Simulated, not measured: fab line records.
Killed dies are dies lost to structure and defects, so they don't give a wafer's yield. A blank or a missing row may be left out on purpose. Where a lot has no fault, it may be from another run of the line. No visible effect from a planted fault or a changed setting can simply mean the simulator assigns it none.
Which tool did it? + flow nandHarc + 12 lots, 36 wafers sampled, at 5 steps of a route of 1159

## WHAT THE GAUGES SHOWED, per wafer
NHARC_END_SORT_01. Usual: defectLimitedYield 95.3 %, standard deviation 1.7; killedAtArray 28, standard deviation 11; killedAtOther 0.5, standard deviation 0.85; killedAtPeriphery 2.7, standard deviation 1.9; killedDies 32, standard deviation 12; killedOpen 3.3, standard deviation 1.6; killedShort 2.1, standard deviation 1.5; sort_bin_2_pct 1.5 %, standard deviation 0.71; sort_bin_3_pct 0.25 %, standard deviation 0.23; sort_bin_4_pct 3.0 %, standard deviation 1.1; sortNPass 645, standard deviation 12; sortRimYieldPct 95 %, standard deviation 3.1; sortYieldPct 95.3 %, standard deviation 1.7.
| lot  | measured     | on        | defectLimitedYield (%) | killedAtArray | killedAtOther | killedAtPeriphery | killedDies | killedOpen | killedShort | sort_bin_2_pct (%) | sort_bin_3_pct (%) | sort_bin_4_pct (%) | sortNPass   | sortRimYieldPct (%) | sortYieldPct (%) | flag |
|------|--------------|-----------|------------------------|---------------|---------------|-------------------|------------|------------|-------------|--------------------|--------------------|--------------------|-------------|---------------------|------------------|------|
| L159 | day 22 16:40 | prober-02 | 93.6 96.6 84.3         | 37 20 26      | 1 2 77        | 5 1 3             | 43 23 106  | 4 1 1      | 1 1 3       | 1.3 1.0 6.8        | 0.15 0.15 2.22     | 4.9 2.2 6.6        | 634 654 571 | 93 93 88            | 93.6 96.6 84.3   | OFF  |
| L161 | day 23 20:25 | prober-01 | 91.9 93.5 83.5         | 51 42 31      | 0 0 79        | 4 2 2             | 55 44 112  | 6 4 2      | 2 1 3       | 2.5 2.4 7.2        | 0.30 0.30 3.10     | 5.3 3.8 6.2        | 622 633 565 | 96 92 82            | 91.9 93.5 83.5   | OFF  |

## TOOL THAT RAN EACH LOT (tool first, then ch and the chambers of the sampled wafers, then the start)
| lot  | NHARC_A_M1_PRE_CLEAN_30                | NHARC_A_M1_CMP_23             | NHARC_A_BONDPAD_ETCH_34           | NHARC_THIN_TSV_PVD_51       |
|------|----------------------------------------|-------------------------------|-----------------------------------|-----------------------------|
| L150 | pvdSputter-03, day 18 06:27 or earlier | cmp-01 ch 1,2, day 18 06:27   | rieDiel-13 ch 1,3, day 18 09:25   | pvdSputter-03, day 19 11:26 |
| L149 | pvdSputter-02, day 18 06:39 or earlier | cmp-02 ch 0,1,3, day 18 06:39 | rieDiel-09 ch 0,2,3, day 18 09:34 | pvdSputter-03, day 19 16:08 |
| L154 | pvdSputter-03, day 19 00:53 or earlier | cmp-01 ch 1,2,3, day 19 00:53 | rieDiel-13 ch 0,1,3, day 19 03:32 | pvdSputter-01, day 19 22:50 |
| L151 | pvdSputter-01, day 19 10:41 or earlier | cmp-02 ch 1,2,3, day 19 10:41 | rieDiel-03 ch 0,2,3, day 19 13:32 | pvdSputter-01, day 20 08:27 |
| L152 | pvdSputter-01, day 19 15:16 or earlier | cmp-02 ch 0,2,3, day 19 15:16 | rieDiel-13 ch 0,1,2, day 19 17:49 | pvdSputter-02, day 20 15:42 |
| L155 | pvdSputter-02, day 19 17:38 or earlier | cmp-04 ch 0,2,3, day 19 17:38 | rieDiel-13 ch 0,2,3, day 19 20:20 | pvdSputter-01, day 20 14:20 |
| L159 | pvdSputter-03, day 20 21:39 or earlier | cmp-04 ch 0,1,3, day 20 21:39 | rieDiel-13 ch 0,1,3, day 21 00:59 | pvdSputter-03, day 21 19:35 |
| L161 | pvdSputter-01, day 22 10:20 or earlier | cmp-04 ch 0,1,2, day 22 10:20 | rieDiel-03 ch 0,2,3, day 22 13:01 | pvdSputter-03, day 23 09:37 |
| L166 | pvdSputter-02, day 22 18:02 or earlier | cmp-02 ch 1,2,3, day 22 18:02 | rieDiel-13 ch 0,1,2, day 22 20:46 | pvdSputter-02, day 23 18:16 |
| L169 | pvdSputter-01, day 22 21:20 or earlier | cmp-04 ch 2,3, day 22 21:20   | rieDiel-13 ch 0,1,2, day 23 00:02 | pvdSputter-01, day 23 20:53 |
| L170 | pvdSputter-03, day 23 14:01 or earlier | cmp-01 ch 0,1,3, day 23 14:01 | rieDiel-09 ch 0,1,3, day 23 16:34 | pvdSputter-02, day 24 10:56 |
| L171 | pvdSputter-01, day 23 19:44 or earlier | cmp-01 ch 0,2,3, day 23 19:44 | rieDiel-13 ch 0,1, day 23 22:27   | pvdSputter-02, day 24 17:06 |
- NHARC_A_M1_PRE_CLEAN_30: time 30 s.
- NHARC_A_M1_CMP_23: polishes, t overpolish 20 s, target thk 154.34 nm.
- NHARC_A_BONDPAD_ETCH_34: etches the open film in N2/H2, target depth 60 nm, overetch 18 nm, time 65.91 s.
- NHARC_THIN_TSV_PVD_51: deposits Cu, target thk 100 nm.

## WHAT THE TOOLS THEMSELVES READ (means of the sampled wafers that have a number; where no wafer has one, the mark that the record gives instead)
NHARC_A_M1_PRE_CLEAN_30. Usual: heaterPowerW reads 403 W (standard deviation 40).
| lot  | tool          | heaterPowerW (W) | flag |
|------|---------------|------------------|------|
| L150 | pvdSputter-03 | 362              |      |
| L149 | pvdSputter-02 | 418              |      |
| L154 | pvdSputter-03 | 393              |      |
| L151 | pvdSputter-01 | 429              |      |
| L152 | pvdSputter-01 | 423              |      |
| L155 | pvdSputter-02 | 383              |      |
| L159 | pvdSputter-03 | 388              |      |
| L161 | pvdSputter-01 | 432              |      |
| L166 | pvdSputter-02 | 405              |      |
| L169 | pvdSputter-01 | 450              |      |
| L170 | pvdSputter-03 | 395              |      |
| L171 | pvdSputter-01 | 444              |      |

NHARC_A_M1_CMP_23. Usual: edgeZonePressureFrac 1.000, standard deviation 0.0043; motorCurrentA 11.9 A, standard deviation 0.99; timeToEndpointS 29.7 s, standard deviation 2.3.
| lot  | tool   | edgeZonePressureFrac | motorCurrentA (A) | timeToEndpointS (s) | flag |
|------|--------|----------------------|-------------------|---------------------|------|
| L150 | cmp-01 | 1.000                | 11.8              | 27.5                |      |
| L149 | cmp-02 | 0.999                | 12.3              | 29.1                |      |
| L154 | cmp-01 | 0.999                | 12.3              | 27.7                |      |
| L151 | cmp-02 | 0.996                | 12.6              | 26.7                |      |
| L152 | cmp-02 | 1.003                | 11.7              | 30.4                |      |
| L155 | cmp-04 | 1.003                | 12.0              | 29.9                |      |
| L159 | cmp-04 | 0.998                | 11.4              | 30.4                |      |
| L161 | cmp-04 | 1.000                | 11.5              | 30.1                |      |
| L166 | cmp-02 | 1.002                | 12.7              | 33.3                |      |
| L169 | cmp-04 | 1.000                | 11.7              | 29.2                |      |
| L170 | cmp-01 | 1.001                | 12.6              | 29.5                |      |
| L171 | cmp-01 | 1.003                | 11.6              | 30.9                |      |

NHARC_A_BONDPAD_ETCH_34. Usual: drypumpMotorCurrentA 5.63 A, standard deviation 0.25; oesProductAu 1.000 a.u., standard deviation 0.0089; rfVppV 429.8 V, standard deviation 2; showerheadPlenumPTorr 2.01 Torr, standard deviation 0.063; throttleValvePct 14.172 %, standard deviation 0.009.
| lot  | tool       | drypumpMotorCurrentA (A) | oesProductAu (a.u.) | rfVppV (V) | showerheadPlenumPTorr (Torr) | throttleValvePct (%) | flag |
|------|------------|--------------------------|---------------------|------------|------------------------------|----------------------|------|
| L150 | rieDiel-13 | 5.36                     | 0.991               | 429.2      | 1.99                         | 14.172               |      |
| L149 | rieDiel-09 | 5.97                     | 1.003               | 429.3      | 1.96                         | 14.181               |      |
| L154 | rieDiel-13 | 5.51                     | 0.990               | 430.7      | 2.02                         | 14.180               |      |
| L151 | rieDiel-03 | 5.83                     | 0.998               | 430.1      | 2.02                         | 14.172               |      |
| L152 | rieDiel-13 | 5.49                     | 1.010               | 429.5      | 2.00                         | 14.170               |      |
| L155 | rieDiel-13 | 5.69                     | 0.998               | 430.6      | 2.05                         | 14.182               |      |
| L159 | rieDiel-13 | 5.51                     | 0.999               | 430.1      | 2.02                         | 14.173               |      |
| L161 | rieDiel-03 | 5.82                     | 1.006               | 429.5      | 2.01                         | 14.165               |      |
| L166 | rieDiel-13 | 5.49                     | 0.997               | 429.6      | 2.00                         | 14.172               |      |
| L169 | rieDiel-13 | 5.48                     | 0.999               | 430.1      | 2.00                         | 14.171               |      |
| L170 | rieDiel-09 | 5.79                     | 1.013               | 428.5      | 1.96                         | 14.164               |      |
| L171 | rieDiel-13 | 5.31                     | 1.000               | 429.0      | 1.97                         | 14.176               |      |

NHARC_THIN_TSV_PVD_51. Usual: throttleValvePct reads 30.2 % (standard deviation 0.81).
| lot  | tool          | throttleValvePct (%) | flag |
|------|---------------|----------------------|------|
| L150 | pvdSputter-03 | 29.7                 |      |
| L149 | pvdSputter-03 | 29.9                 |      |
| L154 | pvdSputter-01 | 31.1                 |      |
| L151 | pvdSputter-01 | 30.2                 |      |
| L152 | pvdSputter-02 | 29.8                 |      |
| L155 | pvdSputter-01 | 31.4                 |      |
| L159 | pvdSputter-03 | 30.2                 |      |
| L161 | pvdSputter-03 | 30.2                 |      |
| L166 | pvdSputter-02 | 29.8                 |      |
| L169 | pvdSputter-01 | 29.5                 |      |
| L170 | pvdSputter-02 | 30.3                 |      |
| L171 | pvdSputter-02 | 29.8                 |      |

## THE ANSWER, worked out from the rows above alone
Rule: take the mean of a lot's wafers that have a number; if it is more than 3 standard deviations from the usual mean, the lot is off. A lot without any number at a reading at which 4 lots or more have one is off too. All remaining lots with rows at the step are treated as sound. After the gauges, taken in route order, come the tools' own readings; for these a lot's mean is taken, as printed above. The first step at which some lot is off is used, and at that step the reading that is off furthest; a lot without a number counts as furthest.
Off, at NHARC_END_SORT_01 on killedAtOther: L159, L161. Neither off nor sound, because the step has no rows for them: L150, L149, L154, L151, L152, L155, L166, L169, L170, L171.
A tool fits if, at a process step before that reading, it ran every lot that is off, and no sound lot after the first of them. Those tools and the gauges at NHARC_END_SORT_01 are tried in the same way. Because NHARC_A_M1_PRE_CLEAN_30 lacks a start for some lots, the hours and order of its lots are taken from NHARC_A_M1_CMP_23. 2 tools fit, cmp-04 at NHARC_A_M1_CMP_23 and pvdSputter-03 at NHARC_THIN_TSV_PVD_51, so this cannot tell which one it is.

## WHAT HAD BEEN PUT IN BY THE SIMULATOR
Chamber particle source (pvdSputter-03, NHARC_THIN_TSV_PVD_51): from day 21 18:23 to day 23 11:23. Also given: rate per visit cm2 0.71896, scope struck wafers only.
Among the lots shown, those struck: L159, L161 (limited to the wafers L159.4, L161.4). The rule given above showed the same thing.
